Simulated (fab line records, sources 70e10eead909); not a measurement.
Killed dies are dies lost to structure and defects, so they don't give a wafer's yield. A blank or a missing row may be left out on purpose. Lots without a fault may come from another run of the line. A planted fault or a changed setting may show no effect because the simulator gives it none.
A struck lot beside a sound one | flow nand_harc | 14 steps out of a route of 1159
Sound: wafers L272.2, L272.3, L272.4. Struck: wafer L281.6. (L281.1 of the same lot was not struck and is left out.) The cause comes at the end.
At each step with rows: each side's tool, then ch and its chambers, then its first start. Under that, the readings that differ: sound wafers | struck wafers | difference of the means | sigmas: that difference in standard deviations of wafers without a fault.
alike: readings whose means differ by less than 2 such deviations, and words and numbers that are the same on both sides. not compared: withheld readings, readings that some wafer has no value for, bounds like >300 that may hide the same value, and numbers for which the record gives no deviation and whose values overlap.
The two part at a step that has a row with sigmas, a row that says differs or no value, or rows on one side only. Numbers that don't overlap but have no deviation are shown without sigmas and don't part them. A reading that every wafer of one side lacks parts them only if that side has two wafers or more.

first, 2 steps without rows for these wafers: NHARC_A_SOURCE_PLATE_CVD_03 (deposits poly-Si, target thk 200 nm, time 4000 s); NHARC_A_SOURCE_PLATE_ANNEAL_05 (time 1800 s).
NHARC_A_SOURCE_PLATE_THK_MEAS_06: measures by ellipsometry.
  sound on film_metro-01, day 8 13:15; struck on film_metro-02, day 11 11:21
  alike: thk_nm
NHARC_A_SOURCE_PLATE_INSPECT_08:
  sound on defect_inspect-02, day 8 13:19; struck on defect_inspect-01, day 11 11:25
  reading          | sound      | struck | difference | sigmas
  raw_defect_count | 87 101 113 | 33     | -67        | -2
then, 1 step without rows for these wafers: NHARC_A_ONON_D1_DEP_00 (target thk 1000 nm).
NHARC_A_ONON_D1_THK_MEAS_02: measures by ellipsometry.
  sound on film_metro-02, day 8 13:53; struck on film_metro-01, day 11 11:59
  alike: thk_nm
then, 1 step without rows for these wafers: NHARC_A_ONON_D1_DEP_03 (target thk 1000 nm).
NHARC_A_ONON_D1_THK_MEAS_05: measures by ellipsometry.
  sound on film_metro-01, day 8 14:27; struck on film_metro-01, day 11 12:33
  reading     | sound          | struck | difference | sigmas
  thk_nm (nm) | 1025 1024 1024 | 998    | -26        | -3
then, 1 step without rows for these wafers: NHARC_A_ONON_D1_DEP_06 (target thk 1000 nm).
NHARC_A_ONON_D1_THK_MEAS_08: measures by ellipsometry.
  sound on film_metro-02, day 8 15:01; struck on film_metro-02, day 11 13:07
  alike: thk_nm
NHARC_A_ONON_D1_DEP_09: target thk 1000 nm.
  sound on pecvd_onon-02 ch 0, day 8 15:10; struck on pecvd_onon-04 ch 0, day 11 13:11
  alike: n2o_flow_sccm
NHARC_A_ONON_D1_THK_MEAS_11: measures by ellipsometry.
  sound on film_metro-01, day 8 15:38; struck on film_metro-02, day 11 13:41
  reading     | sound          | struck | difference | sigmas
  thk_nm (nm) | 1008 1008 1008 | 666    | -342       | -42
then, 1 step without rows for these wafers: NHARC_A_ONON_D1_DEP_12 (target thk 1000 nm).
-- the record jumps here: 12 days lie between the struck wafers' starts before and after (it left off in module A_ONON_D1 and takes up again in module END, whose first step shown is number 1159 of the route) --
NHARC_END_SORT_01:
  the record has rows for the struck wafers here (prober-01 ch 0, day 23 21:59) and none for the sound ones

WHERE THEY PART
First at NHARC_A_SOURCE_PLATE_INSPECT_08; last, within this record, at NHARC_END_SORT_01.

WHY: what the simulator had put in
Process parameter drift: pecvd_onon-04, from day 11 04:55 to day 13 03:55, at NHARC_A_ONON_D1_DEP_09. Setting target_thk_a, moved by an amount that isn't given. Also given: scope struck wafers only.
